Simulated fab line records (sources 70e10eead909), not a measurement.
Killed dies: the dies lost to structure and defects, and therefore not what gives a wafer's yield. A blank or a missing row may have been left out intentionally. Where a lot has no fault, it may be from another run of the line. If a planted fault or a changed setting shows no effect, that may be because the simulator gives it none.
fab line records    flow nand_harc
record: lots: 11  wafers: 33  last_day: 33
route steps=1302 shown A_CHANNEL_HOLE_D2@580 END@1302
lots that met no fault: from a run of the same line without faults
start_h: start of the lot's first displayed wafer, in hours after the record's first day    wait_h: time in hours since the lot's previous step    " the same as in the row above    L1.1+2: one row covering several wafers at once    - either no value or no given start    * or withheld: withheld    < > ~ a bound
route shown NAME@n: a module of which the file shows steps, and the number in the route of the first    usual: mean and standard deviation over wafers with no fault    same: alike in all rows    chamber/n: place in a boat    sites: each site's reading    _std_site: the standard deviation of these    _edge_site: outer sites' mean less inner sites'    radius_mm: for every site, how far away it sits from the centre of the wafer    mask NAME#n: copy n    behind: the tool/chamber that last shaped the wafer    hold: cause of the lot's hold/its duration in hours/its outcome    device: whichever transistor did not switch (one of n, p or np)    end of line: the route-end tests of the same wafers    a step with no rows: only its recipe    killed: dies lost to structure and defects at the first sort, not the wafer's yield    map: per-die view of a wafer (x killed, . not killed, _ where there is no die)
set.NAME: setting as actually run; set.NAME@STEP: the setting as run at that earlier step    model.NAME: the simulator's own value behind a step, which no gauge read
one table for each step of the route and one row for each wafer, over a sample of lots
services: when a tool's chamber went out of use (start_h, in hours from the record's first day, below 0 if earlier), for how many hours, and the reason
== steps ==
step: NHARC_A_CHANNEL_HOLE_D2_PEB_08
recipe: peb_temp_c: 100  peb_time_s: 65
usual: heater_power_total_W: 156.6/0.43
lot.wafer  tool            chamber  start_h  wait_h  heater_power_total_W
L424.1     litho_track-04  0        316.79   0.1     156.8
L424.2     "               0        "        "       156.0
L424.5     "               0        "        "       155.9
L427.1     litho_track-04  0        336.03   0.1     161.6
L427.2     "               0        "        "       162.4
L427.5     "               0        "        "       162.4
L428.2     litho_track-04  0        348.78   0.1     162.7
L428.3     "               0        "        "       161.7
L428.6     "               0        "        "       162.4
L436.2     litho_track-01  0        409.39   0.1     156.9
L436.3     "               0        "        "       156.0
L436.5     "               0        "        "       156.2
L437.2     litho_track-06  0        429.06   0.1     155.9
L437.3     "               0        "        "       156.1
L437.6     "               0        "        "       157.2
L438.2     litho_track-04  0        429.24   0.1     156.0
L438.3     "               0        "        "       157.1
L438.4     "               0        "        "       156.3
L440.2     litho_track-04  0        461.20   0.1     156.7
L440.5     "               0        "        "       156.6
L440.6     "               0        "        "       156.3
L442.1     litho_track-01  0        490.79   0.1     157.0
L442.5     "               0        "        "       157.1
L442.6     "               0        "        "       155.9
L444.3     litho_track-01  0        501.43   0.0     156.2
L444.4     "               0        "        "       157.1
L444.5     "               0        "        "       156.8
L445.1     litho_track-06  0        509.09   0.1     156.8
L445.3     "               0        "        "       156.1
L445.5     "               0        "        "       156.5
L446.2     litho_track-04  0        510.79   0.1     157.2
L446.4     "               0        "        "       156.0
L446.6     "               0        "        "       157.0
step: NHARC_A_CHANNEL_HOLE_D2_CD_MEAS_10
recipe: target_cd_nm: 100  landing_energy_ev: 500
usual: cd_nm: 100.1/0.54
lot.wafer  tool       chamber  start_h  wait_h  cd_nm
L424.1     cd_sem-03  0        316.87   -       100.2
L424.2     "          0        "        "       99.4
L424.5     "          0        "        "       100.3
L427.1     cd_sem-02  0        336.11   -       98.4
L427.2     "          0        "        "       98.3
L427.5     "          0        "        "       98.0
L428.2     cd_sem-03  0        348.86   -       98.1
L428.3     "          0        "        "       98.1
L428.6     "          0        "        "       98.1
L436.2     cd_sem-03  0        409.47   -       100.0
L436.3     "          0        "        "       100.3
L436.5     "          0        "        "       100.4
L437.2     cd_sem-02  0        429.14   -       99.1
L437.3     "          0        "        "       99.9
L437.6     "          0        "        "       99.5
L438.2     cd_sem-01  0        429.33   -       99.8
L438.3     "          0        "        "       99.9
L438.4     "          0        "        "       99.5
L440.2     cd_sem-02  0        461.28   -       100.1
L440.5     "          0        "        "       99.9
L440.6     "          0        "        "       99.7
L442.1     cd_sem-02  0        490.87   -       99.7
L442.5     "          0        "        "       99.9
L442.6     "          0        "        "       100.6
L444.3     cd_sem-03  0        501.51   -       100.4
L444.4     "          0        "        "       101.0
L444.5     "          0        "        "       101.0
L445.1     cd_sem-01  0        509.17   -       98.9
L445.3     "          0        "        "       100.0
L445.5     "          0        "        "       100.2
L446.2     cd_sem-01  0        510.88   -       100.2
L446.4     "          0        "        "       99.8
L446.6     "          0        "        "       100.6
step: NHARC_A_CHANNEL_HOLE_D2_ETCH_19
recipe: bias_v: 1200  source_w: 2500  pressure_mtorr: 15  time_s: 34.5  ar_flow_sccm: 375  c4f8_flow_sccm: 28.8  o2_flow_sccm: 96.2  temp_c: -20  target_depth_a: *  chemistry: C4F8/O2/Ar
usual: chamber_pressure_mTorr: 15.001/0.014  drypump_motor_current_A: 5.85/0.2  showerhead_plenum_p_Torr: 3.61/0.17  throttle_valve_pct: 37.038/0.0088
lot.wafer  tool         chamber  start_h  wait_h  chamber_pressure_mTorr  drypump_motor_current_A  rf_hours_counter_h  showerhead_plenum_p_Torr  throttle_valve_pct
L424.2     har_etch-01  1        318.24   0.1     15.004                  5.64                     167                 3.59                      37.044
L424.1     "            0        "        "       15.005                  6.07                     167                 3.52                      37.039
L424.5     "            1        "        "       15.009                  5.65                     -                   3.59                      37.032
L427.2     har_etch-01  1        337.48   0.1     14.995                  5.63                     179                 3.59                      37.026
L427.1     "            0        "        "       15.013                  6.06                     179                 3.51                      37.042
L427.5     "            1        "        "       15.019                  5.65                     -                   3.59                      37.042
L428.2     har_etch-01  1        350.24   0.1     15.001                  5.64                     186                 3.58                      37.044
L428.3     "            1        "        "       15.013                  5.63                     -                   3.58                      37.046
L428.6     "            1        "        "       14.989                  5.64                     -                   3.58                      37.038
L436.2     har_etch-01  0        410.86   0.1     15.006                  6.02                     229                 3.49                      37.046
L436.3     "            1        "        "       14.990                  5.63                     -                   3.56                      37.025
L436.5     "            0        "        "       15.018                  6.03                     -                   3.49                      37.040
L437.2     har_etch-01  0        430.94   0.5     15.005                  6.06                     244                 3.48                      37.021
L437.3     "            1        "        "       15.011                  5.65                     -                   3.55                      37.043
L437.6     "            0        "        "       15.020                  6.08                     -                   3.48                      37.041
L438.2     har_etch-02  0        431.84   1.0     15.008                  5.68                     30                  3.97                      37.044
L438.4     "            1        "        "       15.015                  5.97                     -                   3.95                      37.036
L438.3     "            0        "        "       14.991                  5.72                     -                   3.97                      37.029
L440.2     har_etch-02  0        463.70   1.1     15.002                  5.68                     46                  3.96                      37.035
L440.5     "            1        "        "       15.013                  5.99                     -                   3.94                      37.041
L440.6     "            0        "        "       14.988                  5.73                     -                   3.96                      37.027
L442.1     har_etch-01  0        492.25   0.1     14.983                  6.04                     275                 3.46                      37.045
L442.6     "            1        "        "       15.008                  5.64                     -                   3.53                      37.056
L442.5     "            0        "        "       15.004                  6.05                     -                   3.46                      37.048
L444.4     har_etch-02  0        503.58   0.1     15.013                  5.70                     -                   3.95                      37.040
L444.3     "            1        "        "       15.029                  6.00                     -                   3.93                      37.037
L444.5     "            0        "        "       15.032                  5.70                     -                   3.95                      37.059
L445.1     har_etch-01  0        510.55   0.1     15.014                  6.05                     286                 3.45                      37.030
L445.3     "            0        "        "       15.009                  6.04                     -                   3.45                      37.031
L445.5     "            1        "        "       14.999                  5.63                     -                   3.53                      37.044
L446.2     har_etch-01  1        518.85   6.7     14.999                  5.64                     294                 3.52                      37.044
L446.4     "            1        "        "       15.022                  5.65                     -                   3.52                      37.036
L446.6     "            1        "        "       15.019                  5.63                     -                   3.52                      37.037
step: NHARC_A_CHANNEL_HOLE_D2_ETCH_20
recipe: bias_v: 3000  source_w: withheld  pressure_mtorr: 20  time_s: 361.9  ar_flow_sccm: 375  c4f8_flow_sccm: 89.3  o2_flow_sccm: 35.7  temp_c: -20  target_depth_a: 16000  chemistry: C4F8/O2/Ar
usual: chamber_pressure_mTorr: 19.998/0.019  drypump_motor_current_A: 5.84/0.2  showerhead_plenum_p_Torr: 3.57/0.16  throttle_valve_pct: 32.154/0.0079
lot.wafer  tool         chamber  start_h  wait_h  chamber_pressure_mTorr  drypump_motor_current_A  rf_hours_counter_h  showerhead_plenum_p_Torr  throttle_valve_pct
L424.2     har_etch-01  1        318.35   0.1     20.001                  5.63                     167                 3.56                      32.157
L424.1     "            0        "        "       19.976                  6.04                     167                 3.48                      32.151
L424.5     "            1        "        "       20.003                  5.63                     -                   3.56                      32.157
L427.2     har_etch-01  1        337.59   0.1     19.982                  5.64                     179                 3.55                      32.152
L427.1     "            0        "        "       19.990                  6.05                     179                 3.48                      32.155
L427.5     "            1        "        "       19.996                  5.64                     -                   3.55                      32.158
L428.2     har_etch-01  1        350.39   0.1     20.023                  5.65                     187                 3.55                      32.166
L428.3     "            1        "        "       19.992                  5.65                     -                   3.55                      32.159
L428.6     "            1        "        "       20.008                  5.64                     -                   3.55                      32.146
L436.2     har_etch-01  0        411.00   0.1     20.037                  6.07                     229                 3.45                      32.171
L436.3     "            1        "        "       20.001                  5.63                     -                   3.52                      32.152
L436.5     "            0        "        "       20.000                  6.05                     -                   3.45                      32.149
L437.2     har_etch-01  0        431.05   0.1     19.998                  6.04                     244                 3.44                      32.148
L437.3     "            1        "        "       19.982                  5.65                     -                   3.52                      32.154
L437.6     "            0        "        "       19.971                  6.04                     -                   3.45                      32.151
L438.2     har_etch-02  0        431.99   0.1     19.980                  5.72                     30                  3.92                      32.157
L438.4     "            1        "        "       20.038                  5.99                     -                   3.90                      32.156
L438.3     "            0        "        "       20.024                  5.70                     -                   3.92                      32.150
L440.2     har_etch-02  0        463.84   0.1     20.013                  5.69                     46                  3.91                      32.157
L440.5     "            1        "        "       20.003                  5.97                     -                   3.89                      32.147
L440.6     "            0        "        "       20.012                  5.71                     -                   3.91                      32.167
L442.1     har_etch-01  0        492.40   0.1     20.019                  6.07                     275                 3.43                      32.166
L442.6     "            1        "        "       20.022                  5.65                     -                   3.50                      32.150
L442.5     "            0        "        "       20.013                  6.05                     -                   3.43                      32.137
L444.4     har_etch-02  0        503.76   0.2     19.953                  5.70                     -                   3.90                      32.138
L444.3     "            1        "        "       20.010                  5.98                     -                   3.88                      32.160
L444.5     "            0        "        "       19.994                  5.70                     -                   3.90                      32.155
L445.1     har_etch-01  0        510.66   0.1     20.015                  6.07                     286                 3.42                      32.155
L445.3     "            0        "        "       19.975                  6.06                     -                   3.42                      32.163
L445.5     "            1        "        "       19.956                  5.63                     -                   3.49                      32.155
L446.2     har_etch-01  1        518.99   0.1     19.996                  5.63                     294                 3.49                      32.148
L446.4     "            1        "        "       20.027                  5.65                     -                   3.49                      32.157
L446.6     "            1        "        "       20.005                  5.63                     -                   3.49                      32.140
step: NHARC_A_CHANNEL_HOLE_D2_ETCH_21
recipe: bias_v: 3000  source_w: withheld  pressure_mtorr: 20  time_s: 514.3  ar_flow_sccm: 375  c4f8_flow_sccm: 89.3  o2_flow_sccm: 35.7  temp_c: -20  target_depth_a: 16000  chemistry: C4F8/O2/Ar
usual: chamber_pressure_mTorr: 20.000/0.019  drypump_motor_current_A: 5.84/0.2  showerhead_plenum_p_Torr: 3.57/0.16  throttle_valve_pct: 32.155/0.0077
lot.wafer  tool         chamber  start_h  wait_h  chamber_pressure_mTorr  drypump_motor_current_A  rf_hours_counter_h  showerhead_plenum_p_Torr  throttle_valve_pct
L424.2     har_etch-01  1        318.67   0.3     19.995                  5.62                     167                 3.56                      32.166
L424.1     "            0        "        "       20.000                  6.03                     167                 3.49                      32.160
L424.5     "            1        "        "       20.005                  5.62                     -                   3.56                      32.155
L427.2     har_etch-01  1        337.90   0.3     20.017                  5.64                     179                 3.55                      32.153
L427.1     "            0        "        "       19.992                  6.04                     179                 3.48                      32.150
L427.5     "            1        "        "       20.025                  5.65                     -                   3.55                      32.158
L428.2     har_etch-01  1        350.72   0.3     19.995                  5.64                     187                 3.55                      32.171
L428.3     "            1        "        "       19.972                  5.63                     -                   3.55                      32.149
L428.6     "            1        "        "       20.005                  5.64                     -                   3.55                      32.153
L436.2     har_etch-01  0        411.34   0.3     19.965                  6.07                     229                 3.45                      32.145
L436.3     "            1        "        "       19.998                  5.63                     -                   3.52                      32.151
L436.5     "            0        "        "       20.016                  6.08                     -                   3.45                      32.165
L437.2     har_etch-01  0        431.37   0.3     20.030                  6.06                     245                 3.44                      32.152
L437.3     "            1        "        "       19.990                  5.64                     -                   3.52                      32.155
L437.6     "            0        "        "       20.035                  6.07                     -                   3.44                      32.153
L438.2     har_etch-02  0        432.32   0.3     19.971                  5.70                     31                  3.92                      32.147
L438.4     "            1        "        "       20.012                  5.97                     -                   3.90                      32.165
L438.3     "            0        "        "       20.013                  5.70                     -                   3.92                      32.143
L440.2     har_etch-02  0        464.18   0.3     20.014                  5.72                     46                  3.91                      32.139
L440.5     "            1        "        "       20.009                  5.98                     -                   3.89                      32.147
L440.6     "            0        "        "       19.990                  5.68                     -                   3.91                      32.144
L442.1     har_etch-01  0        492.73   0.3     20.014                  6.06                     275                 3.43                      32.152
L442.6     "            1        "        "       19.970                  5.63                     -                   3.50                      32.152
L442.5     "            0        "        "       19.955                  6.07                     -                   3.43                      32.156
L444.4     har_etch-02  0        504.11   0.3     20.005                  5.70                     -                   3.90                      32.155
L444.3     "            1        "        "       19.995                  5.99                     -                   3.88                      32.148
L444.5     "            0        "        "       19.988                  5.71                     -                   3.90                      32.155
L445.1     har_etch-01  0        510.97   0.3     19.994                  6.05                     287                 3.42                      32.156
L445.3     "            0        "        "       20.000                  6.05                     -                   3.42                      32.157
L445.5     "            1        "        "       20.002                  5.63                     -                   3.49                      32.147
L446.2     har_etch-01  1        519.33   0.3     19.971                  5.63                     295                 3.49                      32.143
L446.4     "            1        "        "       20.006                  5.63                     -                   3.49                      32.159
L446.6     "            1        "        "       19.992                  5.63                     -                   3.49                      32.142
step: NHARC_END_SORT_01
recipe: temp_c: 25
usual: killed_at_array: 59/20  killed_at_other: 0.8/1  killed_at_periphery: 3.2/2.1  killed_dies: 63/21  killed_open: 3.0/1.9  killed_short: 2.3/1.5
same: gross_dies: 677
lot.wafer  tool       chamber  start_h  wait_h  killed_at_array  killed_at_other  killed_at_periphery  killed_dies  killed_open  killed_short
L427.1     prober-02  0        597.61   2.5     29               1                2                    32           7            2
L427.2     prober-02  0        598.41   2.8     26               0                2                    28           2            1
L427.5     prober-02  0        600.81   3.7     22               1                1                    24           1            1
L436.2     prober-01  0        694.47   2.8     59               0                3                    62           2            0
L436.3     prober-01  0        695.26   3.1     65               0                3                    68           5            1
L436.5     prober-01  0        696.86   3.7     70               0                0                    70           0            2
L437.2     prober-01  0        702.23   2.8     67               0                6                    73           9            2
L437.3     prober-01  0        703.04   3.1     78               0                5                    83           3            2
L437.6     prober-01  0        705.45   4.0     66               0                9                    75           5            4
L438.2     prober-01  0        710.06   2.8     24               0                4                    28           4            2
L438.3     prober-01  0        710.85   3.1     21               0                2                    23           3            2
L438.4     prober-01  0        711.64   3.4     23               0                2                    25           4            0
killed by level:class
L427.1 A_CHANNEL_HOLE_D2:chamber_film_flake=11 A_M0:geometric_particle:open=3 A_WL_FILL:chamber_film_flake=3 A_STAIRCASE:chamber_film_flake=2 A_CHANNEL_FILL_D1:geometric_particle:short=1 A_CHANNEL_FILL_D1:geometric_particle:open=1 A_DECK1_JOINT:geometric_particle:open=1 A_CHANNEL_HOLE_D2:geometric_particle:short=1
L427.2 A_CHANNEL_HOLE_D2:chamber_film_flake=15 A_CHANNEL_HOLE_D1:chamber_film_flake=2 A_WL_FILL:chamber_film_flake=2 A_CONTACT:chamber_film_flake=2 P_M0:geometric_particle:open=1 A_CHANNEL_HOLE_D1:geometric_particle:open=1 A_CHANNEL_FILL_D1:geometric_particle:short=1 P_STI:chamber_film_flake=1
L427.5 A_CHANNEL_HOLE_D2:chamber_film_flake=14 A_STAIRCASE:chamber_film_flake=3 A_CHANNEL_HOLE_D1:geometric_particle:short=1 A_BLC:geometric_particle:open=1 P_GATE:chamber_film_flake=1 A_DECK1_JOINT:chamber_film_flake=1 A_CHANNEL_FILL_D2:chamber_film_flake=1 A_CONTACT:chamber_film_flake=1
L436.2 A_CHANNEL_HOLE_D1:chamber_film_flake=21 A_CHANNEL_HOLE_D2:chamber_film_flake=16 A_CONTACT:chamber_film_flake=10 A_CHANNEL_FILL_D2:chamber_film_flake=5 A_STAIRCASE:chamber_film_flake=3 P_CONTACT:geometric_particle:open=1 A_M0:geometric_particle:open=1 P_ZERO_WELL:chamber_film_flake=1
L436.3 A_CHANNEL_HOLE_D1:chamber_film_flake=23 A_CHANNEL_HOLE_D2:chamber_film_flake=23 A_STAIRCASE:chamber_film_flake=6 A_SLIT:chamber_film_flake=3 A_WL_FILL:chamber_film_flake=2 P_CONTACT:geometric_particle:open=1 P_M1:geometric_particle:open=1 A_CHANNEL_FILL_D1:geometric_particle:open=1
L436.5 A_CHANNEL_HOLE_D1:chamber_film_flake=27 A_CHANNEL_HOLE_D2:chamber_film_flake=25 A_CONTACT:chamber_film_flake=6 A_STAIRCASE:chamber_film_flake=3 A_ZERO_WELL:chamber_film_flake=2 A_SLIT:chamber_film_flake=2 A_CHANNEL_FILL_D2:chamber_film_flake=2 A_CHANNEL_FILL_D1:geometric_particle:short=1
L437.2 A_CHANNEL_HOLE_D1:chamber_film_flake=26 A_CHANNEL_HOLE_D2:chamber_film_flake=26 A_WL_FILL:geometric_particle:open=4 A_CONTACT:chamber_film_flake=4 P_CONTACT:geometric_particle:open=2 P_GATE:chamber_film_flake=2 P_GATE:geometric_particle:open=1 P_CONTACT:geometric_particle:short=1
L437.3 A_CHANNEL_HOLE_D1:chamber_film_flake=33 A_CHANNEL_HOLE_D2:chamber_film_flake=23 A_CONTACT:chamber_film_flake=5 A_CHANNEL_FILL_D1:chamber_film_flake=3 A_SLIT:chamber_film_flake=3 A_M1:chamber_film_flake=3 P_GATE:chamber_film_flake=2 P_BONDPAD:chamber_film_flake=2
L437.6 A_CHANNEL_HOLE_D1:chamber_film_flake=27 A_CHANNEL_HOLE_D2:chamber_film_flake=19 A_CONTACT:chamber_film_flake=7 A_WL_FILL:geometric_particle:short=3 P_BONDPAD:chamber_film_flake=3 A_CHANNEL_FILL_D2:chamber_film_flake=3 A_ONON_D2:geometric_particle:open=2 P_GATE:chamber_film_flake=2
L438.2 A_CHANNEL_HOLE_D1:chamber_film_flake=8 A_SLIT:chamber_film_flake=4 A_CHANNEL_FILL_D1:geometric_particle:open=2 P_STI:chamber_film_flake=2 A_CHANNEL_HOLE_D2:chamber_film_flake=2 A_WL_FILL:chamber_film_flake=2 P_GATE:geometric_particle:short=1 A_ONON_D1:geometric_particle:open=1
L438.3 A_CHANNEL_HOLE_D1:chamber_film_flake=8 A_SLIT:chamber_film_flake=5 A_ONON_D2:geometric_particle:short=2 A_CONTACT:chamber_film_flake=2 P_CONTACT:geometric_particle:open=1 A_CHANNEL_HOLE_D2:geometric_particle:open=1 A_M0:geometric_particle:open=1 P_STI:chamber_film_flake=1
L438.4 A_CHANNEL_HOLE_D1:chamber_film_flake=12 A_SLIT:chamber_film_flake=6 P_CONTACT:geometric_particle:open=1 P_M0:geometric_particle:open=1 A_CHANNEL_FILL_D1:geometric_particle:open=1 A_SGD_CUT:geometric_particle:open=1 A_CHANNEL_FILL_D1:chamber_film_flake=1 A_DECK1_JOINT:chamber_film_flake=1
== services ==
tool            chamber  start_h  hours  kind
har_etch-02     1        302.87   -      consumable_replace:showerhead
har_etch-02     1        302.87   17.0   scheduled_down
har_etch-02     1        302.87   17.0   vent_cycle
litho_track-01  -        330.00   7.0    pm
litho_track-06  -        354.00   7.0    pm
har_etch-02     -        377.00   17.0   pm
har_etch-02     0        377.00   17.0   vent_cycle
har_etch-02     1        377.00   17.0   vent_cycle
litho_track-04  -        378.00   7.0    pm
har_etch-02     0        394.00   -      clean
har_etch-02     0        394.00   -      consumable_replace:focus_ring
har_etch-02     0        394.00   -      consumable_replace:showerhead
har_etch-02     1        394.00   -      clean
har_etch-02     1        394.00   -      consumable_replace:esc
litho_track-01  -        505.00   7.0    pm
har_etch-02     -        508.11   13.0   repair
== key ==
first_sign: step: NHARC_A_CHANNEL_HOLE_D2_PEB_08  reading: heater_power_total_W  direction: up  sigmas: 13  usual: *  struck: *
effect: step: NHARC_A_CHANNEL_HOLE_D2_CD_MEAS_10  reading: cd_nm  direction: down  sigmas: 3.6  usual: 100.1  struck: 98.2
met_at NHARC_A_CHANNEL_HOLE_D2_PEB_08
struck_lots L427,L428
tester_left_out L427,L428
not_acting_at NHARC_A_CHANNEL_HOLE_D2_ETCH_19,NHARC_A_CHANNEL_HOLE_D2_ETCH_20,NHARC_A_CHANNEL_HOLE_D2_ETCH_21
onset_between 316.79 336.03
fault: kind: process_parameter_drift  tool: litho_track-04  chamber: -  onset_h: 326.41  steps: NHARC_A_CHANNEL_HOLE_D2_PEB_08  channel: peb_time_s  offset: *  shape: step  end_h: 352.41  acts_in: *  stated: *
tester_left_out: of these lots the tester's yield and bins aren't shown, on N5 and GAA mostly nor the transistor test; their killed dies are dies lost to structure and defects alone, not to doping, threshold or leakage, so they don't give the yield
